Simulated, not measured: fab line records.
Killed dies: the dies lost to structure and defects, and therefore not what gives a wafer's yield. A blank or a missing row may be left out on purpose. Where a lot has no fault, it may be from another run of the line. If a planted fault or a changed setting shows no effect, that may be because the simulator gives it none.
fab line records    flow n5Finfet
record: lots: 10  wafers: 27  lastDay: 20
route steps=1938 shown BEOL_M0@726 BEOL_M1@753 BEOL_M4@1111
lots with no fault: from the same line, run without faults
startH: hours from the record's opening day to when the first of the lot's shown wafers began    waitH: how many hours have passed since the lot's step before this one    " repeats the value in the row above    L1.1+2: a row that stands for several wafers    - either no value or no given start    * or withheld: withheld    < > ~ a bound
route shown NAME@n: a module of which the file shows steps, and the number in the route of the first    usual: mean and standard deviation over wafers with no fault    same: alike in all rows    chamber/n: place in a boat    sites: per-site readings    _std_site: how widely they spread, as a standard deviation    _edge_site: outer sites' mean less inner sites'    radiusMm: for every site, how far away it sits from the centre of the wafer    mask NAME#n: copy n    behind: tool/chamber where the wafer was last shaped    hold: the reason the lot was held/the length of the hold in hours/how it ended    device: the transistor (n, p or np) that didn't switch    end of line: the route-end tests of the same wafers    for a step that has no rows: nothing shown but its recipe    killed: the dies lost at the first sort to structure and to defects; this is not the yield of the wafer    map: a wafer's dies, x killed, . not, _ none there
set.NAME: the setting as run; set.NAME@STEP: as run at that earlier step    model.NAME: the simulator's own value behind a step, which no gauge read
route steps across a sampled set of lots; one table per step, one row per wafer
services: the hour from which a tool's chamber was out of use, counted from the record's first day as startH (under 0 if before that day), plus the number of hours and why
== steps ==
step: N5_BEOL_M0_ETCH_109
recipe: chemistry: CH3F/O2  targetDepthA: 80  overetchA: 24  target: SiCN  timeS: 27.4  ionEnergyEv: 120  pressureMtorr: 30  sourceW: 395  biasW: 75  Ar_flow_sccm: 150  CH3F_flow_sccm: 30  O2_flow_sccm: 20
usual: CH3F_flow_sccm: 29.99/0.091  chamberPressureMTorr: 30.000/0.027  drypumpMotorCurrentA: 5.6/0.39  oesProductAu: 0.64/0.05  rfFwdPowerW: 392.4/1.3  rfVppV: 296.9/1.4  showerheadPlenumPTorr: 1.99/0.073  throttleValvePct: 16.38/0.2
lot.wafer  tool        chamber  startH  waitH  CH3F_flow_sccm  chamberPressureMTorr  drypumpMotorCurrentA  oesProductAu  rfFwdPowerW  rfHoursCounterH  rfVppV  showerheadPlenumPTorr  throttleValvePct
L307.2     rieDiel-05  3        119.58  0.0    30.05           29.996                5.4                   0.59          391.1        210              296.2   1.92                   16.35
L307.3     "           2        "       "      29.86           29.989                5.3                   0.59          392.1        196              298.8   2.09                   16.49
L307.5     "           3        "       "      29.93           29.993                5.5                   0.59          392.4        -                295.3   1.92                   16.34
L310.1     rieDiel-05  2        138.23  0.1    30.06           29.984                5.3                   0.59          391.7        203              298.4   2.08                   16.52
L310.4     "           1        "       "      30.03           29.951                6.2                   0.68          391.8        119              298.7   2.00                   16.53
L310.5     "           1        "       "      29.93           29.999                6.2                   0.67          388.4        -                296.2   2.00                   16.55
L311.1     rieDiel-04  3        139.15  0.4    30.01           29.997                5.5                   0.66          395.1        135              298.3   1.92                   16.29
L311.3     "           0        "       "      30.04           29.961                5.8                   0.66          392.9        119              297.0   2.01                   15.92
L311.6     "           2        "       "      30.07           30.021                5.6                   0.78          394.3        -                297.8   2.06                   16.49
L313.1     rieDiel-05  3        166.56  0.0    29.93           29.965                5.5                   0.58          391.6        228              294.5   1.91                   16.38
L313.3     "           1        "       "      29.98           29.999                6.1                   0.65          392.7        131              296.7   2.00                   16.55
L313.6     "           3        "       "      29.95           29.987                5.5                   0.58          391.9        -                295.1   1.91                   16.37
L316.2     rieDiel-05  2        176.07  0.0    30.00           30.041                5.3                   0.59          394.2        219              297.9   2.08                   16.55
L316.6     "           1        "       "      30.03           29.989                6.2                   0.65          390.6        -                297.2   2.00                   16.57
L317.1     rieDiel-04  0        176.16  0.0    29.86           30.004                5.8                   0.66          391.6        128              297.4   2.00                   15.96
L317.4     "           2        "       "      29.95           30.017                5.6                   0.77          388.3        28               299.2   2.06                   16.52
L317.6     "           0        "       "      29.91           29.976                5.8                   0.67          391.3        -                295.6   2.00                   15.93
L322.2     rieDiel-01  2        208.93  0.0    29.96           29.943                5.1                   0.61          393.7        209              296.8   1.99                   16.54
L322.6     "           1        "       "      30.01           30.001                5.8                   0.68          391.5        -                299.5   2.12                   16.20
L326.3     rieDiel-05  2        232.99  0.0    29.83           29.978                5.3                   0.59          391.5        235              298.3   2.07                   16.59
L326.6     "           3        "       "      30.10           30.009                5.4                   0.59          391.3        -                295.2   1.91                   16.41
L327.4     rieDiel-04  1        233.15  0.1    30.15           29.982                6.1                   0.62          393.2        192              296.1   1.92                   16.62
L327.5     "           3        "       "      29.95           29.991                5.5                   0.64          392.9        -                295.0   1.91                   16.33
L327.6     "           2        "       "      29.88           30.019                5.6                   0.73          391.1        -                298.1   2.06                   16.57
L330.1     rieDiel-01  3        262.62  0.8    29.93           29.993                5.0                   0.63          390.4        169              296.2   1.90                   16.42
L330.4     "           2        "       "      29.99           29.982                5.2                   0.59          389.8        231              297.1   1.98                   16.59
L330.6     "           0        "       "      30.06           29.987                6.2                   0.81          393.5        -                297.0   2.06                   16.10
step: N5_BEOL_M0_ANNEAL_117
recipe: tempC: 400  timeS: 60  ambient: vacuum
usual: heaterPowerW: 821/56
lot.wafer  tool           chamber  startH  waitH  heaterPowerW
L307.2     pvdSputter-03  -        121.58  0.0    826
L307.3     "              -        "       "      897
L307.5     "              -        "       "      847
L310.1     pvdSputter-01  -        139.46  0.0    909
L310.4     "              -        "       "      855
L310.5     "              -        "       "      850
L311.1     pvdSputter-03  -        140.36  0.0    887
L311.3     "              -        "       "      788
L311.6     "              -        "       "      824
L313.1     pvdSputter-02  -        167.93  0.0    852
L313.3     "              -        "       "      782
L313.6     "              -        "       "      856
L316.2     pvdSputter-01  -        176.92  0.0    849
L316.6     "              -        "       "      921
L317.1     pvdSputter-01  -        177.44  0.0    912
L317.4     "              -        "       "      754
L317.6     "              -        "       "      913
L322.2     pvdSputter-03  -        210.17  0.0    888
L322.6     "              -        "       "      819
L326.3     pvdSputter-03  -        235.66  0.0    859
L326.6     "              -        "       "      880
L327.4     pvdSputter-01  -        236.01  0.0    921
L327.5     "              -        "       "      853
L327.6     "              -        "       "      918
L330.1     pvdSputter-02  -        265.52  0.0    794
L330.4     "              -        "       "      723
L330.6     "              -        "       "      848
step: N5_BEOL_M0_PRE_CLEAN_131
recipe: gas: NH3/H2  timeS: 15  tempC: *  rfPowerW: 300
usual: heaterPowerW: 79/15  rfFwdPowerW: 296.6/1.4
lot.wafer  tool      chamber  startH  waitH  heaterPowerW  rfFwdPowerW
L307.2     cvdCo-02  2        122.95  0.0    64            297.8
L307.3     "         0        "       "      88            296.0
L307.5     "         2        "       "      63            297.5
L310.1     cvdCo-01  2        141.06  0.0    75            295.1
L310.4     "         2        "       "      75            295.1
L310.5     "         0        "       "      60            297.1
L311.1     cvdCo-02  1        141.48  0.0    79            295.7
L311.3     "         1        "       "      80            295.7
L311.6     "         1        "       "      79            296.0
L313.1     cvdCo-01  2        169.04  0.0    77            295.1
L313.3     "         0        "       "      63            297.7
L313.6     "         0        "       "      61            296.1
L316.2     cvdCo-02  0        178.51  0.0    89            295.2
L316.6     "         0        "       "      89            294.2
L317.1     cvdCo-01  2        178.68  0.0    77            294.9
L317.4     "         0        "       "      62            295.7
L317.6     "         1        "       "      107           297.5
L322.2     cvdCo-02  0        211.52  0.0    89            295.2
L322.6     "         2        "       "      62            300.5
L326.3     cvdCo-01  1        236.78  0.0    105           298.4
L326.6     "         0        "       "      61            297.7
L327.4     cvdCo-02  1        237.13  0.1    80            296.3
L327.5     "         0        "       "      90            295.4
L327.6     "         2        "       "      63            296.8
L330.1     cvdCo-01  2        266.63  0.0    80            295.0
L330.4     "         1        "       "      105           297.8
L330.6     "         0        "       "      63            298.7
step: N5_BEOL_M1_PECVD_72
recipe: material: SiO2  targetThkA: 160  tempC: 400  precursor: TEOS/O2  pressureTorr: 5.5  rfW: 450  teosFlowSccm: 53.8  gas: O2  flowSccm: 3000  timeS: 18
usual: heaterPowerW: 811/140  rfFwdPowerW: 444.5/2.4  showerheadPlenumPTorr: 8.80/0.057  susceptorTempC: 399.96/0.22  throttleValvePct: 22.7/1.5
lot.wafer  tool      chamber  startH  waitH  heaterPowerW  rfFwdPowerW  showerheadPlenumPTorr  susceptorTempC  throttleValvePct
L307.2     pecvd-03  1        123.34  0.0    798           442.6        8.84                   399.87          21.2
L307.3     "         0        "       "      891           445.0        8.87                   399.95          25.4
L307.5     "         1        "       "      801           442.8        8.84                   399.93          21.5
L310.1     pecvd-03  1        141.50  0.0    706           443.0        8.83                   400.11          21.5
L310.4     "         1        "       "      711           441.1        8.86                   399.80          21.1
L310.5     "         2        "       "      1040          442.5        8.72                   399.77          21.9
L311.1     pecvd-03  2        141.92  0.0    1073          441.8        8.70                   399.96          21.8
L311.3     "         0        "       "      890           442.6        8.88                   400.26          25.6
L311.6     "         0        "       "      887           443.7        8.87                   400.11          25.4
L313.1     pecvd-03  0        169.43  0.0    796           444.6        8.87                   400.34          25.8
L313.3     "         1        "       "      771           442.2        8.85                   400.20          21.5
L313.6     "         2        "       "      938           442.0        8.71                   392.28          22.1
L316.2     pecvd-02  2        178.90  0.0    827           444.1        8.86                   399.83          21.3
L316.6     "         0        "       "      897           447.9        8.86                   400.24          22.2
L317.1     pecvd-03  1        179.07  0.0    658           442.2        8.89                   399.67          21.5
L317.4     "         1        "       "      663           442.0        8.84                   399.98          21.3
L317.6     "         2        "       "      998           440.8        8.71                   391.99          21.8
L322.2     pecvd-02  1        211.94  0.0    788           446.1        8.78                   399.91          23.1
L322.6     "         1        "       "      817           444.3        8.82                   400.07          23.1
L326.3     pecvd-01  0        237.17  0.0    588           447.6        8.76                   400.00          23.6
L326.6     "         0        "       "      617           446.2        8.79                   399.97          23.5
L327.4     pecvd-01  2        237.52  0.1    787           447.0        8.80                   400.06          21.3
L327.5     "         0        "       "      685           447.3        8.77                   399.98          23.6
L327.6     "         1        "       "      594           445.9        8.77                   399.99          22.7
L330.1     pecvd-01  0        267.02  0.0    670           446.3        8.75                   399.82          23.6
L330.4     "         2        "       "      693           446.0        8.78                   400.06          21.7
L330.6     "         1        "       "      541           443.7        8.78                   399.78          22.5
step: N5_BEOL_M4_RC_MEAS_101
usual: DIBL_N: 36.5/2.1  DIBL_P: 36.6/2.6  IOFF_N: 0.17/0.044  IOFF_P: 0.21/0.048  ION_N: 674/17  ION_P: 462/9.5  SS_N: 71.6/0.77  SS_P: 73.5/0.72  VT_N: 250/4.2  VT_P: -250/3.9
lot.wafer  tool       chamber  startH  waitH  DIBL_N[mV/V]  DIBL_P[mV/V]  IOFF_N[nA/um]  IOFF_P[nA/um]  ION_N[uA/um]  ION_P[uA/um]  SS_N[mV/dec]  SS_P[mV/dec]  VT_N[mV]  VT_P[mV]
L307.2     prober-02  0        194.37  0.2    36.8          36.2          0.19           0.25           686           468           71.4          74.0          246       -245
L307.3     "          0        "       "      34.5          33.7          0.15           0.22           673           466           71.3          73.4          252       -247
L307.5     "          0        "       "      35.9          34.8          0.18           0.22           683           469           71.5          73.4          245       -249
L311.1     prober-01  0        222.07  0.0    41.7          40.4          0.31           0.35           707           476           73.8          74.9          241       -242
L311.3     "          0        "       "      34.2          32.3          0.13           0.19           678           467           70.7          72.7          251       -250
L311.6     "          0        "       "      40.5          40.5          0.29           0.34           703           475           72.2          74.8          241       -243
L310.1     prober-02  0        227.58  0.0    37.2          37.7          0.14           0.20           667           462           71.1          73.0          253       -253
L310.4     "          0        "       "      40.6          42.3          0.24           0.28           706           478           72.4          74.4          241       -245
L310.5     "          0        "       "      39.5          40.8          0.20           0.25           685           465           72.2          74.3          248       -247
L316.2     prober-01  0        252.24  0.2    36.6          35.0          0.16           0.21           691           467           71.0          73.7          253       -253
L316.6     "          0        "       "      36.9          35.7          0.18           0.22           697           473           71.7          73.7          249       -250
L313.1     prober-01  0        261.62  0.0    39.1          39.4          0.21           0.24           694           469           72.9          74.1          247       -248
L313.3     "          0        "       "      37.9          39.1          0.18           0.23           666           461           72.4          73.7          250       -251
L313.6     "          0        "       "      34.6          33.8          0.12           0.17           664           457           70.8          73.6          255       -254
L317.1     prober-01  0        270.26  0.0    37.4          37.5          0.16           0.22           680           464           71.7          73.9          251       -249
L317.4     "          0        "       "      37.1          36.5          0.14           0.21           658           465           72.3          73.2          254       -248
L317.6     "          0        "       "      35.6          34.6          0.12           0.18           665           464           71.1          72.7          255       -251
L322.2     prober-02  0        300.94  0.7    35.9          32.5          0.13           0.17           642           446           70.9          72.0          254       -252
L322.6     "          0        "       "      33.9          32.2          0.11           0.17           643           449           70.0          71.7          252       -249
L326.3     prober-01  0        317.52  0.3    36.3          36.1          0.14           0.17           664           456           72.5          73.6          254       -256
L326.6     "          0        "       "      35.6          35.6          0.12           0.15           648           443           71.6          73.0          254       -259
L327.4     prober-01  0        331.73  0.5    37.5          38.9          0.19           0.24           684           467           71.8          73.3          248       -251
L327.5     "          0        "       "      36.8          37.7          0.17           0.23           680           472           72.5          73.1          249       -248
L327.6     "          0        "       "      38.7          40.5          0.22           0.26           683           461           72.5          73.6          247       -246
L330.1     prober-01  0        349.42  0.0    34.9          36.2          0.12           0.17           664           459           71.3          73.3          257       -256
L330.4     "          0        "       "      37.3          38.6          0.16           0.21           671           469           71.8          74.0          252       -251
L330.6     "          0        "       "      35.3          35.4          0.13           0.16           666           453           71.5          72.8          255       -258
== services ==
tool           chamber  startH  hours  kind
pvdSputter-03  -        99.50   1.7    repair
cvdCo-01       -        104.19  0.8    repair
pecvd-02       -        107.90  2.6    repair
cvdCo-01       1        112.21  11.6   repair
cvdCo-01       -        118.75  6.9    pm
cvdCo-01       1        125.65  -      clean
cvdCo-01       1        125.65  22.0   scheduledDown
cvdCo-01       1        125.65  22.0   ventCycle
pecvd-03       0        133.11  3.9    repair
pvdSputter-01  -        155.50  4.5    repair
cvdCo-02       1        164.16  4.1    repair
rieDiel-01     2        171.91  16.9   repair
pecvd-02       -        189.15  0.8    pm
pecvd-01       -        194.92  1.3    repair
rieDiel-04     2        196.85  3.7    repair
pecvd-02       1        206.22  2.9    repair
pvdSputter-01  -        219.23  4.0    repair
pecvd-03       1        226.92  4.8    repair
rieDiel-05     3        240.08  -      clean
rieDiel-05     3        240.08  -      consumableReplace:focusRing
rieDiel-05     3        240.08  -      consumableReplace:showerhead
cvdCo-02       2        240.71  4.8    repair
cvdCo-01       0        243.52  11.4   repair
pecvd-03       -        255.03  14.6   pm
== key ==
firstSign: step: N5_BEOL_M1_PECVD_72  reading: susceptorTempC  direction: down  sigmas: 36  usual: *  struck: *
effect none on later readings
metAt N5_BEOL_M1_PECVD_72
struckLots L313,L317
struckWafers L313.6,L317.6
notActingAt N5_BEOL_M0_ETCH_109,N5_BEOL_M0_ANNEAL_117,N5_BEOL_M0_PRE_CLEAN_131
onsetBetween 141.92 169.43
fault: kind: processParameterDrift  tool: pecvd-03  chamber: 2  onsetH: 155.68  steps: N5_BEOL_M1_PECVD_72  channel: tempC  offset: *  shape: step  endH: 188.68  actsIn: *  stated: *
